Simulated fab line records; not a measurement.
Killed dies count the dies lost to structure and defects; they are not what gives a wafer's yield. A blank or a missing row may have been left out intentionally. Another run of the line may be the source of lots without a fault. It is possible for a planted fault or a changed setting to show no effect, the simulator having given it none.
Which tool was responsible? ; flow n5_finfet ; 24 lots, 72 wafers sampled, at 3 steps of a route of 1938

== WHAT THE GAUGES SHOWED, per wafer ==
N5_BEOL_M4_CD_MEAS_35: target cd 18 nm, target cd y 22.4 nm.
lot;measured;on;cd_nm (nm)
L074;day 7 22:20;cd_sem-02;18.0 17.9 17.7
L075;day 7 18:11;cd_sem-03;18.0 17.9 18.3
L077;day 8 06:20;cd_sem-03;17.7 17.3 18.1
L076;day 8 06:22;cd_sem-01;17.6 18.2 18.5
L078;day 9 04:02;cd_sem-02;17.8 18.1 18.1
L079;day 9 05:59;cd_sem-01;18.0 17.9 18.3
L081;day 9 12:53;cd_sem-01;17.9 18.0 17.4
L082;day 9 18:47;cd_sem-03;18.1 17.9 18.0
L080;day 9 22:13;cd_sem-02;17.4 18.3 17.9
L083;day 10 10:03;cd_sem-03;18.0 17.9 17.7
L084;day 10 17:43;cd_sem-03;17.7 18.0 17.9
L085;day 10 20:05;cd_sem-03;17.9 18.1 18.3
L086;day 10 16:23;cd_sem-01;18.1 17.7 17.8
L087;day 11 00:16;cd_sem-01;18.1 18.0 18.3
L088;day 11 00:23;cd_sem-02;17.7 17.9 18.2
L089;day 11 17:43;cd_sem-03;17.7 17.9 18.1
L090;day 11 17:50;cd_sem-02;17.9 17.7 18.3
L092;day 12 03:28;cd_sem-01;18.4 18.7 17.7
L091;day 12 15:44;cd_sem-02;17.4 18.1 18.1
L093;day 12 18:08;cd_sem-03;17.8 17.8 17.6
L094;day 12 21:20;cd_sem-02;18.1 17.9 18.5
L095;day 13 08:01;cd_sem-01;17.3 18.0 17.7
L096;day 13 11:33;cd_sem-01;17.5 18.2 17.8
L097;day 14 05:06;cd_sem-01;18.0 18.2 18.1

== WHICH TOOL RAN EACH LOT (tool, then ch and the chambers of the sampled wafers, then the start) ==
lot;N5_BEOL_M3_ETCH_77;N5_BEOL_M4_ETCH_64
L074;rie_diel-06 ch 2,3, day 6 21:05;rie_diel-03 ch 0,1,3, day 7 10:26
L075;rie_diel-01 ch 0,1,2, day 7 08:01;rie_diel-02 ch 0,2,3, day 7 14:20
L077;rie_diel-01 ch 0,3, day 7 11:30;rie_diel-04 ch 0,1,2, day 8 03:38
L076;rie_diel-05 ch 1,3, day 7 15:17;rie_diel-03 ch 1,3, day 8 03:58
L078;rie_diel-06 ch 0,2,3, day 8 09:23;rie_diel-03 ch 1,3, day 8 23:56
L079;rie_diel-05 ch 0,2, day 8 11:45;rie_diel-04 ch 1,2, day 9 01:59
L081;rie_diel-06 ch 0,3, day 9 01:11;rie_diel-02 ch 2,3, day 9 10:23
L082;rie_diel-05 ch 0,1,3, day 9 07:34;rie_diel-03 ch 0,2,3, day 9 15:45
L080;rie_diel-06 ch 1,2, day 9 07:38;rie_diel-03 ch 0,2,3, day 9 16:08
L083;rie_diel-05 ch 1,2,3, day 9 14:45;rie_diel-03 ch 1,2,3, day 10 06:48
L084;rie_diel-06 ch 0,3, day 9 17:14;rie_diel-02 ch 1,2, day 10 11:19
L085;rie_diel-05 ch 1,3, day 9 17:31;rie_diel-03 ch 0,1,2, day 10 13:13
L086;rie_diel-01 ch 0,2,3, day 9 22:14;rie_diel-02 ch 0,2,3, day 10 10:34
L087;rie_diel-06 ch 0,3, day 10 04:50;rie_diel-03 ch 1,2,3, day 10 20:46
L088;rie_diel-01 ch 1,3, day 10 08:44;rie_diel-02 ch 0,2,3, day 10 20:35
L089;rie_diel-05 ch 0,2,3, day 10 16:19;rie_diel-04 ch 1,2,3, day 11 05:54
L090;rie_diel-01 ch 0,2,3, day 11 05:25;rie_diel-04 ch 1,2,3, day 11 13:47
L092;rie_diel-06 ch 0,1,3, day 11 13:17;rie_diel-03 ch 0,1,3, day 11 23:44
L091;rie_diel-06 ch 2,3, day 11 18:45;rie_diel-04 ch 0,1,3, day 12 06:05
L093;rie_diel-05 ch 0,3, day 11 19:59;rie_diel-04 ch 0,2,3, day 12 11:01
L094;rie_diel-05 ch 1,3, day 12 05:07;rie_diel-04 ch 2,3, day 12 16:34
L095;rie_diel-06 ch 0,1,3, day 12 19:46;rie_diel-04 ch 0,3, day 13 03:58
L096;rie_diel-05 ch 0,1,3, day 12 22:39;rie_diel-02 ch 0,2, day 13 07:19
L097;rie_diel-01 ch 0,1,2, day 13 06:43;rie_diel-04 ch 0,2,3, day 13 22:20
- N5_BEOL_M3_ETCH_77: etches underlayer in N2/H2, target depth 6.5 nm, time 5.2 s.
- N5_BEOL_M4_ETCH_64: etches SOC in N2/H2, target depth 75 nm, overetch 22.5 nm, time 121.9 s.

== AS READ BY THE TOOLS THEMSELVES (means over the sampled wafers that have a number; for cases with no such wafer, the mark the record gives instead) ==
N5_BEOL_M3_ETCH_77.
lot;tool;drypump_motor_current_A (A);etch_rf_on_time_s (s);oes_product_au (a.u.);rf_vpp_V (V);showerhead_plenum_p_Torr (Torr);throttle_valve_pct (%)
L074;rie_diel-06;5.46;5.19;0.65;524.1;2.52;17.98
L075;rie_diel-01;5.79;5.27;0.66;524.3;2.59;18.06
L077;rie_diel-01;5.88;5.15;0.70;525.9;2.63;17.74
L076;rie_diel-05;5.36;5.09;0.68;524.4;2.56;17.81
L078;rie_diel-06;5.57;5.20;0.64;523.4;2.55;17.97
L079;rie_diel-05;5.72;5.16;0.70;526.5;2.61;17.94
L081;rie_diel-06;5.65;5.29;0.65;524.8;2.59;17.98
L082;rie_diel-05;5.63;5.11;0.64;525.8;2.57;17.85
L080;rie_diel-06;5.48;5.30;0.67;523.2;2.55;17.76
L083;rie_diel-05;5.46;5.22;0.66;525.6;2.55;17.89
L084;rie_diel-06;5.46;5.24;0.67;524.2;2.53;18.00
L085;rie_diel-05;5.37;5.14;0.66;525.0;2.55;17.81
L086;rie_diel-01;5.71;5.21;0.64;525.4;2.58;17.85
L087;rie_diel-06;5.49;5.14;0.68;523.0;2.53;18.02
L088;rie_diel-01;5.82;5.23;0.62;525.7;2.62;17.91
L089;rie_diel-05;5.73;5.17;0.64;525.7;2.57;17.93
L090;rie_diel-01;5.70;5.21;0.63;525.8;2.57;17.87
L092;rie_diel-06;5.48;5.27;0.69;523.5;2.56;17.82
L091;rie_diel-06;5.39;5.15;0.66;522.1;2.49;18.01
L093;rie_diel-05;5.72;5.27;0.59;523.5;2.54;17.94
L094;rie_diel-05;5.36;5.18;0.64;525.1;2.55;17.84
L095;rie_diel-06;5.46;5.34;0.67;523.2;2.56;17.81
L096;rie_diel-05;5.59;5.19;0.62;523.4;2.56;17.88
L097;rie_diel-01;5.79;5.20;0.77;523.9;2.57;17.89

N5_BEOL_M4_ETCH_64.
lot;tool;drypump_motor_current_A (A);oes_product_au (a.u.);rf_vpp_V (V);showerhead_plenum_p_Torr (Torr);throttle_valve_pct (%)
L074;rie_diel-03;5.5;0.63;523.0;2.54;17.8
L075;rie_diel-02;5.2;0.63;523.7;2.53;17.7
L077;rie_diel-04;5.4;0.60;523.6;2.55;18.0
L076;rie_diel-03;5.2;0.59;524.8;2.59;17.7
L078;rie_diel-03;5.2;0.58;524.3;2.59;17.7
L079;rie_diel-04;5.4;0.65;523.8;2.54;17.8
L081;rie_diel-02;5.2;0.66;526.1;2.62;17.6
L082;rie_diel-03;5.8;0.58;524.0;2.55;18.0
L080;rie_diel-03;5.7;0.59;524.1;2.55;18.0
L083;rie_diel-03;5.5;0.57;523.8;2.54;17.8
L084;rie_diel-02;6.0;0.68;522.5;2.49;17.4
L085;rie_diel-03;5.8;0.60;522.2;2.48;17.8
L086;rie_diel-02;5.2;0.61;522.5;2.52;17.8
L087;rie_diel-03;5.5;0.56;522.9;2.54;17.8
L088;rie_diel-02;5.2;0.60;523.3;2.52;17.8
L089;rie_diel-04;5.8;0.63;524.7;2.53;17.8
L090;rie_diel-04;5.8;0.62;523.3;2.53;17.8
L092;rie_diel-03;5.5;0.60;523.3;2.53;17.8
L091;rie_diel-04;5.7;0.63;523.1;2.54;17.9
L093;rie_diel-04;5.4;0.67;522.7;2.49;17.7
L094;rie_diel-04;5.5;0.65;522.3;2.48;17.6
L095;rie_diel-04;5.8;0.66;522.4;2.49;17.6
L096;rie_diel-02;5.1;0.69;525.9;2.63;17.7
L097;rie_diel-04;5.4;0.65;522.0;2.49;17.7

== THE ANSWER, worked out from the rows above alone ==
Rule: what is usual is taken from the lots themselves. The widest of any qualifying gaps counts: lots, ordered by their means at a reading, are off when they make up no more than a third of the lots, leave a main group of 4 or more, and stand apart from it by 3 or more times the standard deviation of that group's means. A main group whose means are all the same, to the digits that the tables above print for the reading, isn't used. A lot without any number at a reading at which 4 lots or more have one is off too. Any other lot the step has rows for is counted as sound. After the gauges, taken in route order, come the tools' own readings; for these a lot's mean is taken, as printed above. At the first step where some lot is off, the reading lying furthest off is the one used; lots without a number count as furthest.
No lot is off on any of the readings shown, so nothing can be concluded from this.

== WHAT THE SIMULATOR PUT IN ==
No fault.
